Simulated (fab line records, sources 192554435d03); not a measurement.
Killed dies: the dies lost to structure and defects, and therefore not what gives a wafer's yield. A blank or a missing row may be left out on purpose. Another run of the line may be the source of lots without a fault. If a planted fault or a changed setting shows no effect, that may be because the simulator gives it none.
fab line records || flow n5Finfet
[record] {"lots": 3, "wafers": 8, "lastDay": 21}
route steps=1938 shown BEOL_M2@879 BEOL_M4@1111
lots that met no fault: taken from a fault-free run of the same line
startH: the number of hours between the record's first day and the start of the first shown wafer of the lot || waitH: time in hours since the lot's previous step || " same as the row above || L1.1+2: a row that stands for several wafers || - either no value or no given start || * or withheld: withheld || < > ~ a bound
route shown NAME@n: NAME is a module with steps in the file, n the number in the route of the first one || usual: mean/standard deviation taken from wafers without a fault || same: alike in all rows || chamber/n: place in a boat || sites: readings site by site || _std_site: the standard deviation of these || _edge_site: mean of outer sites minus mean of inner sites || radiusMm: for every site, how far away it sits from the centre of the wafer || mask NAME#n: copy n || behind: the last tool/chamber to shape the wafer || hold: why the lot went on hold/how many hours it stayed there/how the hold came to an end || device: names the non-switching transistor (n, p or np) || end of line: the tests these same wafers got at the end of their route || step lacking rows: just its recipe || killed: the dies lost at the first sort to structure and to defects; this is not the yield of the wafer || map: dies across one wafer; x = killed, . = not, _ = none there
set.NAME: the setting that was run; set.NAME@STEP: the one run at that earlier step || model.NAME: the simulator's own value behind a step, which no gauge read
lots at some steps of the route; a table a step, a row a wafer
services: from which hour (startH, from the record's first day; less than 0 if before it) a tool's chamber was out of use, for how many hours, and why
[[steps]]
[step N5_BEOL_M2_DESCUM_33]
[recipe] {"chemistry": "O2", "timeS": 7, "sourcePowerW": 50, "biasPowerW": 20, "pressureMtorr": 20, "rfFrequencyHz": 2.712e+07, "tempC": 40, "resist": "CAR-EUV", "o2FlowSccm": 225}
[step N5_BEOL_M2_ETCH_77]
[recipe] {"chemistry": "N2/H2", "target": "underlayer", "targetDepthA": 65, "maskMaterial": "CAR-EUV", "timeS": 5.2, "ionEnergyEv": 200, "pressureMtorr": 30, "sourceW": 840, "biasW": 150, "n2FlowSccm": 200, "h2FlowSccm": 200, "ends": "cleared"}
[step N5_BEOL_M2_ETCH_69]
[recipe] {"chemistry": "CF4", "target": "SiARC", "targetDepthA": 156, "maskMaterial": "CAR-EUV", "timeS": 26, "ionEnergyEv": 80, "pressureMtorr": 40, "sourceW": 545, "biasW": 36, "Ar_flow_sccm": 100, "cf4FlowSccm": 100, "ends": "cleared"}
[step N5_BEOL_M2_ALD_98]
[recipe] {"material": "SiO2", "targetThkA": 25, "tempC": 100, "aldPrecursorFamily": "BDEAS", "aldCoReactant": "O2-plasma", "pulseTimeS": 1, "coReactantPulseTimeS": 1, "purgeTimeS": 2, "coReactantPurgeTimeS": 2, "aldCycles": 17, "pressureTorr": 2}
[step N5_BEOL_M2_ETCHBACK_99]
[recipe] {"chemistry": "CHF3", "target": "SiO2", "targetDepthA": 50, "timeS": 10.4, "sourceW": 215, "biasW": 47, "Ar_flow_sccm": 200, "CHF3_flow_sccm": 12, "ionEnergyEv": 100, "pressureMtorr": 30}
[step N5_BEOL_M2_ETCH_70]
[recipe] {"chemistry": "N2/H2", "target": "SOC", "targetDepthA": 800, "overetchA": 240, "maskMaterial": "SiARC", "tempC": 40, "timeS": 130, "ionEnergyEv": 200, "pressureMtorr": 30, "sourceW": 840, "biasW": 150, "n2FlowSccm": 200, "h2FlowSccm": 200}
[step N5_BEOL_M2_STRIP_71]
[recipe] {"chemistry": "N2/H2", "tempC": 40, "n2FlowSccm": 200, "h2FlowSccm": 200, "rfFrequencyHz": 6e+07}
[step N5_BEOL_M2_STRIP_78]
[recipe] {"chemistry": "N2/H2", "tempC": 40, "n2FlowSccm": 200, "h2FlowSccm": 200, "rfFrequencyHz": 6e+07}
[step N5_BEOL_M2_VIA_ETCH_34]
[recipe] {"chemistry": "C4F6/O2", "targetDepthA": 694, "maskMaterial": "SOC", "pressureMtorr": 15, "ionEnergyEv": 250, "taperDeg": 4, "timeS": 65.9, "sourceW": 350, "biasW": 170, "Ar_flow_sccm": 300, "C4F6_flow_sccm": 10, "O2_flow_sccm": 10}
[step N5_BEOL_M2_STRIP_83]
[recipe] {"chemistry": "C4F6/O2", "resist": "SiARC", "rfFrequencyHz": 6e+07}
[step N5_BEOL_M2_STRIP_36]
[recipe] {"chemistry": "N2/H2", "powerW": 450, "tempC": 40, "pressureMtorr": 20, "rfFrequencyHz": 6e+07, "overashFraction": 0.3, "biasPowerW": 7, "h2Frac": 0.5, "n2FlowSccm": 200, "h2FlowSccm": 200}
[step N5_BEOL_M2_TRENCH_ETCH_37]
[recipe] {"chemistry": "C4F6/O2", "targetDepthA": 555.55, "target": "SiOC", "timeS": 29.2, "ionEnergyEv": 250, "pressureMtorr": 30, "sourceW": 355, "biasW": 185, "Ar_flow_sccm": 300, "C4F6_flow_sccm": 10, "O2_flow_sccm": 10}
[usual] {"biasW": "185.1/0.58", "drypumpMotorCurrentA": "5.7/0.41", "mfcArSccm": "300.0/0.97", "oesProductAu": "0.80/0.098", "rfFwdPowerW": "350.0/1.6", "rfVppV": "667/6.4", "showerheadPlenumPTorr": "2.89/0.1", "throttleValvePct": "20.88/0.15"}
{"lot.wafer": "L375.2", "tool": "rieDiel-02", "chamber": 3, "startH": 175.25, "waitH": "-", "biasW": 185.2, "drypumpMotorCurrentA": 5.6, "mfcArSccm": 301.3, "oesProductAu": 0.77, "rfFwdPowerW": 349.9, "rfHoursCounterH": 144, "rfVppV": 663, "showerheadPlenumPTorr": 2.74, "throttleValvePct": 21.01, "model.BEOL_M2.featureDepthNm": 54.6, "model.etch.depthNm": 54.6, "model.TiN_of_BEOL_M2_HM_DEP_02.thkNm": 17.6}
{"lot.wafer": "L375.6", "tool": "rieDiel-02", "chamber": 2, "startH": 175.25, "waitH": "-", "biasW": 183.8, "drypumpMotorCurrentA": 5.7, "mfcArSccm": 299.1, "oesProductAu": 1.14, "rfFwdPowerW": 350.3, "rfHoursCounterH": "-", "rfVppV": 675, "showerheadPlenumPTorr": 2.98, "throttleValvePct": 20.97, "model.BEOL_M2.featureDepthNm": 93, "model.etch.depthNm": 92.97, "model.TiN_of_BEOL_M2_HM_DEP_02.thkNm": 16}
{"lot.wafer": "L388.4", "tool": "rieDiel-02", "chamber": 2, "startH": 282.95, "waitH": "-", "biasW": 184.9, "drypumpMotorCurrentA": 5.6, "mfcArSccm": 300.0, "oesProductAu": 0.76, "rfFwdPowerW": 348.0, "rfHoursCounterH": 132, "rfVppV": 674, "showerheadPlenumPTorr": 2.96, "throttleValvePct": 20.97, "model.BEOL_M2.featureDepthNm": 54.4, "model.etch.depthNm": 54.37, "model.TiN_of_BEOL_M2_HM_DEP_02.thkNm": 18.2}
{"lot.wafer": "L388.5", "tool": "rieDiel-02", "chamber": 0, "startH": 282.95, "waitH": "-", "biasW": 184.6, "drypumpMotorCurrentA": 5.6, "mfcArSccm": 300.2, "oesProductAu": 0.68, "rfFwdPowerW": 351.5, "rfHoursCounterH": "-", "rfVppV": 668, "showerheadPlenumPTorr": 2.71, "throttleValvePct": 20.86, "model.BEOL_M2.featureDepthNm": 53, "model.etch.depthNm": 53.04, "model.TiN_of_BEOL_M2_HM_DEP_02.thkNm": 18.2}
{"lot.wafer": "L388.6", "tool": "rieDiel-02", "chamber": 1, "startH": 282.95, "waitH": "-", "biasW": 184.7, "drypumpMotorCurrentA": 5.8, "mfcArSccm": 300.5, "oesProductAu": 0.71, "rfFwdPowerW": 348.4, "rfHoursCounterH": "-", "rfVppV": 664, "showerheadPlenumPTorr": 2.93, "throttleValvePct": 20.88, "model.BEOL_M2.featureDepthNm": 54.4, "model.etch.depthNm": 54.46, "model.TiN_of_BEOL_M2_HM_DEP_02.thkNm": 18}
{"lot.wafer": "L391.2", "tool": "rieDiel-05", "chamber": 3, "startH": 294.79, "waitH": "-", "biasW": 185.0, "drypumpMotorCurrentA": 6.6, "mfcArSccm": 298.8, "oesProductAu": 0.67, "rfFwdPowerW": 352.9, "rfHoursCounterH": 225, "rfVppV": 663, "showerheadPlenumPTorr": 2.93, "throttleValvePct": 21.02, "model.BEOL_M2.featureDepthNm": 54.2, "model.etch.depthNm": 54.14, "model.TiN_of_BEOL_M2_HM_DEP_02.thkNm": 17.4}
{"lot.wafer": "L391.3", "tool": "rieDiel-05", "chamber": 2, "startH": 294.79, "waitH": "-", "biasW": 185.0, "drypumpMotorCurrentA": 5.7, "mfcArSccm": 298.2, "oesProductAu": 0.97, "rfFwdPowerW": 349.5, "rfHoursCounterH": 1, "rfVppV": 657, "showerheadPlenumPTorr": 2.92, "throttleValvePct": 20.87, "model.BEOL_M2.featureDepthNm": 55.2, "model.etch.depthNm": 55.17, "model.TiN_of_BEOL_M2_HM_DEP_02.thkNm": 17.4}
{"lot.wafer": "L391.4", "tool": "rieDiel-05", "chamber": 0, "startH": 294.79, "waitH": "-", "biasW": 186.0, "drypumpMotorCurrentA": 6.3, "mfcArSccm": 300.3, "oesProductAu": 0.86, "rfFwdPowerW": 350.1, "rfHoursCounterH": 51, "rfVppV": 681, "showerheadPlenumPTorr": 2.88, "throttleValvePct": 20.81, "model.BEOL_M2.featureDepthNm": 54.8, "model.etch.depthNm": 54.89, "model.TiN_of_BEOL_M2_HM_DEP_02.thkNm": 17.6}
[step N5_BEOL_M2_ETCH_41]
[recipe] {"chemistry": "CH3F/O2", "target": "SiCN", "targetDepthA": 299, "taperDeg": 2, "timeS": 52.5, "ionEnergyEv": 120, "maskMaterial": "TiN", "pressureMtorr": 30, "sourceW": 395, "biasW": 75, "Ar_flow_sccm": 150, "CH3F_flow_sccm": 30, "O2_flow_sccm": 20}
[step N5_BEOL_M2_STRIP_97]
[recipe] {"chemistry": "N2/H2", "timeS": 10, "powerW": 450, "tempC": 40, "pressureMtorr": 20, "rfFrequencyHz": 6e+07, "biasPowerW": 7, "n2FlowSccm": 200, "h2FlowSccm": 200}
[step N5_BEOL_M2_OCD_MEAS_38]
[usual] {"trenchDepthNm": "55.2/0.88"}
{"lot.wafer": "L375.2", "tool": "ocd-02", "chamber": "-", "startH": 175.41, "waitH": "-", "trenchDepthNm": 54.7}
{"lot.wafer": "L375.6", "tool": "ocd-02", "chamber": "-", "startH": 175.41, "waitH": "-", "trenchDepthNm": 93.0}
{"lot.wafer": "L388.4", "tool": "ocd-01", "chamber": "-", "startH": 283.11, "waitH": "-", "trenchDepthNm": 54.2}
{"lot.wafer": "L388.5", "tool": "ocd-01", "chamber": "-", "startH": 283.11, "waitH": "-", "trenchDepthNm": 53.0}
{"lot.wafer": "L388.6", "tool": "ocd-01", "chamber": "-", "startH": 283.11, "waitH": "-", "trenchDepthNm": 54.4}
{"lot.wafer": "L391.2", "tool": "ocd-02", "chamber": "-", "startH": 294.94, "waitH": "-", "trenchDepthNm": 54.3}
{"lot.wafer": "L391.3", "tool": "ocd-02", "chamber": "-", "startH": 294.94, "waitH": "-", "trenchDepthNm": 56.0}
{"lot.wafer": "L391.4", "tool": "ocd-02", "chamber": "-", "startH": 294.94, "waitH": "-", "trenchDepthNm": 54.5}
[step N5_BEOL_M2_HM_STRIP_39]
[recipe] {"chemistry": "peroxideTinStrip", "material": "TiN", "targetDepthA": 250, "tempC": 50, "timeS": 158}
[step N5_BEOL_M2_SRD_40]
[recipe] {"timeS": 30, "tempC": 23, "rinseLiquid": "diw", "dry": "ipaMarangoni"}
[step N5_BEOL_M2_PRECLEAN_42]
[recipe] {"chemistry": "residueRemover", "timeS": 60, "tempC": 40}
[step N5_BEOL_M2_SRD_43]
[recipe] {"timeS": 30, "tempC": 23, "rinseLiquid": "diw", "dry": "ipaMarangoni"}
[step N5_BEOL_M2_DEGAS_44]
[recipe] {"ambient": "vacuum", "tempC": 250, "timeS": 60}
[step N5_BEOL_M2_PRE_CLEAN_45]
[recipe] {"gas": "H2/He", "timeS": 30, "tempC": 250}
[step N5_BEOL_M2_ALD_84]
[recipe] {"material": "TaN", "targetThkA": "*", "tempC": 275, "aldPrecursorFamily": "PDMAT", "aldCoReactant": "NH3", "pressureTorr": 3, "carrierFlowSccm": 1500, "pulseTimeS": 2, "purgeTimeS": 3, "coReactantPurgeTimeS": 2, "coReactantPulseTimeS": 3, "aldCycles": 30, "precursorVesselTempC": 75, "precursorVesselPressureTorr": 26.25, "precursorVesselCarrierSccm": 1000}
[step N5_BEOL_M2_SURFACE_TREAT_85]
[recipe] {"gas": "Ar", "timeS": "*", "ionEnergyEv": "*", "ionCurrentMaCm2": 0.5, "pressureMtorr": "*", "arFlowSccm": 30}
[step N5_BEOL_M2_CVD_47]
[recipe] {"material": "Co", "targetThkA": 30, "tempC": "withheld", "precursor": "CCTBA/H2", "pressureTorr": 30, "timeS": 223.8}
[step N5_BEOL_M2_SPUTTER_48]
[recipe] {"material": "Cu", "targetThkA": 45, "tempC": -20, "chamberPressurePa": 0.07, "powerW": "withheld", "timeS": 8.29}
[step N5_BEOL_M2_ANNEAL_49]
[recipe] {"tempC": 400, "timeS": 240, "ambient": "vacuum"}
[step N5_BEOL_M2_SPUTTER_79]
[recipe] {"material": "Cu", "targetThkA": 45, "tempC": -20, "chamberPressurePa": 0.07, "powerW": "withheld", "timeS": 8.29}
[step N5_BEOL_M2_ANNEAL_80]
[recipe] {"tempC": 400, "timeS": 240, "ambient": "vacuum"}
[step N5_BEOL_M2_SPUTTER_81]
[recipe] {"material": "Cu", "targetThkA": 45, "tempC": -20, "chamberPressurePa": 0.07, "powerW": "withheld", "timeS": 8.29}
[step N5_BEOL_M2_ANNEAL_82]
[recipe] {"tempC": 400, "timeS": 240, "ambient": "vacuum"}
[step N5_BEOL_M2_SPUTTER_86]
[recipe] {"material": "Cu", "targetThkA": 45, "tempC": -20, "chamberPressurePa": 0.07, "powerW": "withheld", "timeS": 8.29}
[step N5_BEOL_M2_ANNEAL_87]
[recipe] {"tempC": 400, "timeS": 240, "ambient": "vacuum"}
[step N5_BEOL_M2_SPUTTER_88]
[recipe] {"material": "Cu", "targetThkA": 45, "tempC": -20, "chamberPressurePa": 0.07, "powerW": "withheld", "timeS": 8.29}
[step N5_BEOL_M2_ANNEAL_89]
[recipe] {"tempC": 400, "timeS": 240, "ambient": "vacuum"}
[step N5_BEOL_M2_SPUTTER_90]
[recipe] {"material": "Cu", "targetThkA": 45, "tempC": -20, "chamberPressurePa": 0.07, "powerW": "withheld", "timeS": 8.29}
[step N5_BEOL_M2_ANNEAL_91]
[recipe] {"tempC": 400, "timeS": 240, "ambient": "vacuum"}
[step N5_BEOL_M2_SPUTTER_92]
[recipe] {"material": "Cu", "targetThkA": 45, "tempC": -20, "chamberPressurePa": 0.07, "powerW": "withheld", "timeS": 8.29}
[step N5_BEOL_M2_ANNEAL_93]
[recipe] {"tempC": 400, "timeS": 240, "ambient": "vacuum"}
[step N5_BEOL_M2_SPUTTER_94]
[recipe] {"material": "Cu", "targetThkA": 45, "tempC": -20, "chamberPressurePa": 0.07, "powerW": "withheld", "timeS": 8.29}
[step N5_BEOL_M2_ANNEAL_95]
[recipe] {"tempC": 400, "timeS": 240, "ambient": "vacuum"}
[step N5_BEOL_M2_CMP_52]
[recipe] {"stopOn": "SiOC", "tOverpolishS": 6.8, "downForcePsi": 1, "platenRpm": 50, "clearingPlatenDownForcePsi": 1.5, "clearingPlatenRpm": 50, "postCmpClean": "cuAlkaline", "targetThkNm": 40, "clearingPlatenPadVelocityMS": 0.99484, "padVelocityMS": 0.99484}
[usual] {"edgeZonePressureFrac": "1.001/0.0043", "motorCurrentA": "6.2/0.66", "retainingRingPressureFrac": "1.000/0.0049", "slurryFlowMlMin": "150.0/0.44"}
{"lot.wafer": "L375.2", "tool": "cmp-04", "chamber": 0, "startH": 178.80, "waitH": 0.2, "edgeZonePressureFrac": 1.001, "motorCurrentA": 5.6, "retainingRingPressureFrac": 0.998, "slurryFlowMlMin": 149.5, "model.Cu_of_BEOL_M2_ECD_50.thkNm": 38.8}
{"lot.wafer": "L375.6", "tool": "cmp-04", "chamber": 0, "startH": 178.80, "waitH": 0.2, "edgeZonePressureFrac": 1.004, "motorCurrentA": 5.7, "retainingRingPressureFrac": 0.992, "slurryFlowMlMin": 149.6, "model.Cu_of_BEOL_M2_ECD_50.thkNm": 76.8}
{"lot.wafer": "L388.4", "tool": "cmp-04", "chamber": 1, "startH": 286.33, "waitH": 0.2, "edgeZonePressureFrac": 1.000, "motorCurrentA": 7.2, "retainingRingPressureFrac": 0.995, "slurryFlowMlMin": 150.2, "model.Cu_of_BEOL_M2_ECD_50.thkNm": 39.2}
{"lot.wafer": "L388.5", "tool": "cmp-04", "chamber": 2, "startH": 286.33, "waitH": 0.2, "edgeZonePressureFrac": 1.005, "motorCurrentA": 5.9, "retainingRingPressureFrac": 1.005, "slurryFlowMlMin": 150.0, "model.Cu_of_BEOL_M2_ECD_50.thkNm": 37.6}
{"lot.wafer": "L388.6", "tool": "cmp-04", "chamber": 3, "startH": 286.33, "waitH": 0.2, "edgeZonePressureFrac": 0.999, "motorCurrentA": 6.8, "retainingRingPressureFrac": 0.993, "slurryFlowMlMin": 150.1, "model.Cu_of_BEOL_M2_ECD_50.thkNm": 40}
{"lot.wafer": "L391.2", "tool": "cmp-03", "chamber": 1, "startH": 298.55, "waitH": 0.4, "edgeZonePressureFrac": 1.003, "motorCurrentA": 6.6, "retainingRingPressureFrac": 1.001, "slurryFlowMlMin": 150.4, "model.Cu_of_BEOL_M2_ECD_50.thkNm": 37.6}
{"lot.wafer": "L391.4", "tool": "cmp-03", "chamber": 3, "startH": 298.55, "waitH": 0.4, "edgeZonePressureFrac": 0.999, "motorCurrentA": 6.8, "retainingRingPressureFrac": 0.997, "slurryFlowMlMin": 149.6, "model.Cu_of_BEOL_M2_ECD_50.thkNm": 38.8}
{"lot.wafer": "L391.3", "tool": "cmp-03", "chamber": 0, "startH": 298.55, "waitH": 0.4, "edgeZonePressureFrac": 1.003, "motorCurrentA": 6.1, "retainingRingPressureFrac": 1.009, "slurryFlowMlMin": 150.8, "model.Cu_of_BEOL_M2_ECD_50.thkNm": 40}
[step N5_BEOL_M2_THK_MEAS_53]
[recipe] {"thkMeasGauge": "xrf", "reads": "Cu_of_BEOL_M2_ECD_50"}
[usual] {"M2_THK": "39.3/1"}
{"lot.wafer": "L375.2", "tool": "filmMetro-01", "chamber": "-", "startH": 179.09, "waitH": "-", "M2_THK[nm]": 38.4}
{"lot.wafer": "L375.6", "tool": "filmMetro-01", "chamber": "-", "startH": 179.09, "waitH": "-", "M2_THK[nm]": 76.2}
{"lot.wafer": "L388.4", "tool": "filmMetro-01", "chamber": "-", "startH": 286.51, "waitH": "-", "M2_THK[nm]": 38.4}
{"lot.wafer": "L388.5", "tool": "filmMetro-01", "chamber": "-", "startH": 286.51, "waitH": "-", "M2_THK[nm]": 36.9}
{"lot.wafer": "L388.6", "tool": "filmMetro-01", "chamber": "-", "startH": 286.51, "waitH": "-", "M2_THK[nm]": 38.9}
{"lot.wafer": "L391.2", "tool": "filmMetro-02", "chamber": "-", "startH": 298.84, "waitH": "-", "M2_THK[nm]": 37.0}
{"lot.wafer": "L391.3", "tool": "filmMetro-02", "chamber": "-", "startH": 298.84, "waitH": "-", "M2_THK[nm]": 39.5}
{"lot.wafer": "L391.4", "tool": "filmMetro-02", "chamber": "-", "startH": 298.84, "waitH": "-", "M2_THK[nm]": 38.2}
[step N5_BEOL_M2_RS_MEAS_58]
[recipe] {"thkMeasGauge": "four-point-probe", "reads": "Co_of_BEOL_M2_CO_CAP_55+Cu_of_BEOL_M2_ECD_50+Co_of_BEOL_M2_CVD_47+TaN_of_BEOL_M2_ALD_84"}
[usual] {"M2_RS": "0.675/0.022"}
{"lot.wafer": "L375.2", "tool": "filmMetro-02", "chamber": "-", "startH": 179.38, "waitH": 0.1, "M2_RS[ohm/sq]": 0.699}
{"lot.wafer": "L375.6", "tool": "filmMetro-02", "chamber": "-", "startH": 179.38, "waitH": 0.1, "M2_RS[ohm/sq]": 0.299}
{"lot.wafer": "L388.4", "tool": "filmMetro-01", "chamber": "-", "startH": 286.77, "waitH": 0.0, "M2_RS[ohm/sq]": 0.685}
{"lot.wafer": "L388.5", "tool": "filmMetro-01", "chamber": "-", "startH": 286.77, "waitH": 0.0, "M2_RS[ohm/sq]": 0.724}
{"lot.wafer": "L388.6", "tool": "filmMetro-01", "chamber": "-", "startH": 286.77, "waitH": 0.0, "M2_RS[ohm/sq]": 0.671}
{"lot.wafer": "L391.2", "tool": "filmMetro-02", "chamber": "-", "startH": 299.10, "waitH": 0.1, "M2_RS[ohm/sq]": 0.721}
{"lot.wafer": "L391.3", "tool": "filmMetro-02", "chamber": "-", "startH": 299.10, "waitH": 0.1, "M2_RS[ohm/sq]": 0.668}
{"lot.wafer": "L391.4", "tool": "filmMetro-02", "chamber": "-", "startH": 299.10, "waitH": 0.1, "M2_RS[ohm/sq]": 0.695}
[step N5_BEOL_M4_RC_MEAS_101]
[usual] {"DIBL_N": "36.3/1.1", "DIBL_P": "36.3/1.4", "IOFF_N": "0.155/0.019", "IOFF_P": "0.211/0.027", "ION_N": "672/8.5", "ION_P": "462/5.8", "SERP_M2": "193/12", "SERP_M2_max_site": "206/14", "SS_N": "71.5/0.56", "SS_P": "73.3/0.52", "VT_N": "249.9/2.5", "VT_P": "-249.8/2.8"}
{"lot.wafer": "L375.2", "tool": "prober-01", "chamber": 0, "startH": 238.06, "waitH": 0.2, "DIBL_N[mV/V]": 35.8, "DIBL_P[mV/V]": 35.8, "IOFF_N[nA/um]": 0.146, "IOFF_P[nA/um]": 0.231, "ION_N[uA/um]": 665, "ION_P[uA/um]": 465, "SERP_M2[ohm/um]": 218, "SERP_M2_max_site[ohm/um]": 222, "SS_N[mV/dec]": 71.4, "SS_P[mV/dec]": 73.2, "VT_N[mV]": 251.7, "VT_P[mV]": -248.9}
{"lot.wafer": "L375.6", "tool": "prober-01", "chamber": 0, "startH": 238.06, "waitH": 0.2, "DIBL_N[mV/V]": 35.9, "DIBL_P[mV/V]": 35.2, "IOFF_N[nA/um]": 0.140, "IOFF_P[nA/um]": 0.227, "ION_N[uA/um]": 669, "ION_P[uA/um]": 469, "SERP_M2[ohm/um]": 89, "SERP_M2_max_site[ohm/um]": 96, "SS_N[mV/dec]": 71.0, "SS_P[mV/dec]": 72.7, "VT_N[mV]": 252.1, "VT_P[mV]": -248.4}
{"lot.wafer": "L388.4", "tool": "prober-01", "chamber": 0, "startH": 376.75, "waitH": 0.5, "DIBL_N[mV/V]": 35.4, "DIBL_P[mV/V]": 34.8, "IOFF_N[nA/um]": 0.151, "IOFF_P[nA/um]": 0.195, "ION_N[uA/um]": 681, "ION_P[uA/um]": 464, "SERP_M2[ohm/um]": 191, "SERP_M2_max_site[ohm/um]": 205, "SS_N[mV/dec]": 71.3, "SS_P[mV/dec]": 73.0, "VT_N[mV]": 250.4, "VT_P[mV]": -250.3}
{"lot.wafer": "L388.5", "tool": "prober-01", "chamber": 0, "startH": 376.75, "waitH": 0.5, "DIBL_N[mV/V]": 36.7, "DIBL_P[mV/V]": 36.3, "IOFF_N[nA/um]": 0.170, "IOFF_P[nA/um]": 0.219, "ION_N[uA/um]": 685, "ION_P[uA/um]": 466, "SERP_M2[ohm/um]": 210, "SERP_M2_max_site[ohm/um]": 223, "SS_N[mV/dec]": 71.9, "SS_P[mV/dec]": 73.4, "VT_N[mV]": 247.7, "VT_P[mV]": -248.3}
{"lot.wafer": "L388.6", "tool": "prober-01", "chamber": 0, "startH": 376.75, "waitH": 0.5, "DIBL_N[mV/V]": 36.6, "DIBL_P[mV/V]": 36.2, "IOFF_N[nA/um]": 0.169, "IOFF_P[nA/um]": 0.214, "ION_N[uA/um]": 684, "ION_P[uA/um]": 467, "SERP_M2[ohm/um]": 195, "SERP_M2_max_site[ohm/um]": 209, "SS_N[mV/dec]": 71.5, "SS_P[mV/dec]": 73.8, "VT_N[mV]": 248.6, "VT_P[mV]": -247.7}
{"lot.wafer": "L391.2", "tool": "prober-02", "chamber": 0, "startH": 390.21, "waitH": 0.2, "DIBL_N[mV/V]": 37.2, "DIBL_P[mV/V]": 37.6, "IOFF_N[nA/um]": 0.175, "IOFF_P[nA/um]": 0.237, "ION_N[uA/um]": 686, "ION_P[uA/um]": 467, "SERP_M2[ohm/um]": 211, "SERP_M2_max_site[ohm/um]": 239, "SS_N[mV/dec]": 71.5, "SS_P[mV/dec]": 73.8, "VT_N[mV]": 245.8, "VT_P[mV]": -248.3}
{"lot.wafer": "L391.3", "tool": "prober-02", "chamber": 0, "startH": 390.21, "waitH": 0.2, "DIBL_N[mV/V]": 36.9, "DIBL_P[mV/V]": 37.1, "IOFF_N[nA/um]": 0.168, "IOFF_P[nA/um]": 0.230, "ION_N[uA/um]": 677, "ION_P[uA/um]": 466, "SERP_M2[ohm/um]": 198, "SERP_M2_max_site[ohm/um]": 209, "SS_N[mV/dec]": 71.7, "SS_P[mV/dec]": 73.5, "VT_N[mV]": 245.2, "VT_P[mV]": -246.1}
{"lot.wafer": "L391.4", "tool": "prober-02", "chamber": 0, "startH": 390.21, "waitH": 0.2, "DIBL_N[mV/V]": 36.7, "DIBL_P[mV/V]": 37.0, "IOFF_N[nA/um]": 0.160, "IOFF_P[nA/um]": 0.228, "ION_N[uA/um]": 682, "ION_P[uA/um]": 471, "SERP_M2[ohm/um]": 205, "SERP_M2_max_site[ohm/um]": 209, "SS_N[mV/dec]": 71.8, "SS_P[mV/dec]": 73.3, "VT_N[mV]": 247.4, "VT_P[mV]": -247.4}
// sites SERP_M2 radiusMm=0,75,75,75,75,140,140,140,140
L375.2 222 221 218 219 220 199 198 193 196
L388.4 196 191 205 201 187 179 192 191 189
L391.2 203 216 211 205 221 239 205 210 224
[[services]]
{"tool": "rieDiel-05", "chamber": 1, "startH": 157.39, "hours": "-", "kind": "clean"}
{"tool": "rieDiel-05", "chamber": 1, "startH": 157.39, "hours": "-", "kind": "consumableReplace:focusRing"}
{"tool": "rieDiel-05", "chamber": 1, "startH": 157.39, "hours": "-", "kind": "consumableReplace:showerhead"}
{"tool": "rieDiel-05", "chamber": 1, "startH": 157.39, "hours": 18.2, "kind": "scheduledDown"}
{"tool": "rieDiel-05", "chamber": 1, "startH": 157.39, "hours": 18.2, "kind": "ventCycle"}
{"tool": "rieDiel-05", "chamber": "-", "startH": 172.97, "hours": 2.8, "kind": "pm"}
{"tool": "cmp-04", "chamber": "-", "startH": 187.56, "hours": 0.4, "kind": "repair"}
{"tool": "cmp-04", "chamber": "-", "startH": 233.46, "hours": 4.0, "kind": "pm"}
{"tool": "cmp-03", "chamber": "-", "startH": 235.38, "hours": 10.9, "kind": "pm"}
{"tool": "cmp-04", "chamber": "-", "startH": 237.46, "hours": "-", "kind": "consumableReplace:conditioner"}
{"tool": "cmp-04", "chamber": "-", "startH": 237.46, "hours": "-", "kind": "consumableReplace:pad"}
{"tool": "rieDiel-02", "chamber": "-", "startH": 238.40, "hours": 0.2, "kind": "repair"}
{"tool": "rieDiel-02", "chamber": 0, "startH": 251.28, "hours": 2.0, "kind": "repair"}
{"tool": "cmp-03", "chamber": "-", "startH": 255.03, "hours": 0.4, "kind": "repair"}
{"tool": "rieDiel-05", "chamber": 2, "startH": 261.55, "hours": "-", "kind": "clean"}
{"tool": "rieDiel-05", "chamber": 2, "startH": 261.55, "hours": "-", "kind": "consumableReplace:focusRing"}
{"tool": "rieDiel-05", "chamber": 2, "startH": 261.55, "hours": 27.8, "kind": "scheduledDown"}
{"tool": "rieDiel-05", "chamber": 2, "startH": 261.55, "hours": 27.8, "kind": "ventCycle"}
{"tool": "cmp-04", "chamber": "-", "startH": 264.82, "hours": 0.8, "kind": "repair"}
{"tool": "cmp-03", "chamber": "-", "startH": 270.86, "hours": 1.0, "kind": "repair"}
{"tool": "cmp-04", "chamber": "-", "startH": 288.21, "hours": 0.8, "kind": "repair"}
[[key]]
[firstSign] {"step": "N5_BEOL_M2_TRENCH_ETCH_37", "reading": "oesProductAu", "direction": "up", "sigmas": 3.5, "usual": 0.80, "struck": 1.14}
[effect] {"step": "N5_BEOL_M2_OCD_MEAS_38", "reading": "trenchDepthNm", "direction": "up", "sigmas": 43, "usual": 55.2, "struck": 93.0}
[effect] {"step": "N5_BEOL_M2_THK_MEAS_53", "reading": "M2_THK", "direction": "up", "sigmas": 36, "usual": 39.3, "struck": 76.2}
[effect] {"step": "N5_BEOL_M2_RS_MEAS_58", "reading": "M2_RS", "direction": "down", "sigmas": 17, "usual": 0.675, "struck": 0.299}
[effect] {"step": "N5_BEOL_M4_RC_MEAS_101", "reading": "SERP_M2", "direction": "down", "sigmas": 8.8, "usual": 193, "struck": 89}
[effect] {"step": "N5_BEOL_M4_RC_MEAS_101", "reading": "SERP_M2_max_site", "direction": "down", "sigmas": 7.9, "usual": 206, "struck": 96}
[modelEffect] {"step": "N5_BEOL_M2_TRENCH_ETCH_37", "value": "BEOL_M2.featureDepthNm", "without": 56.2, "struck": 93}
[modelEffect] {"step": "N5_BEOL_M2_CMP_52", "value": "Cu_of_BEOL_M2_ECD_50.thkNm", "without": 40, "struck": 76.8}
metAt N5_BEOL_M2_TRENCH_ETCH_37
struckWafers L375.6
[fault] {"kind": "processParameterDrift", "tool": "rieDiel-02", "chamber": "-", "onsetH": 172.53, "steps": "N5_BEOL_M2_TRENCH_ETCH_37", "channel": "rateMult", "offset": 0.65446, "shape": "step", "endH": 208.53, "scope": "struckWafersOnly"}
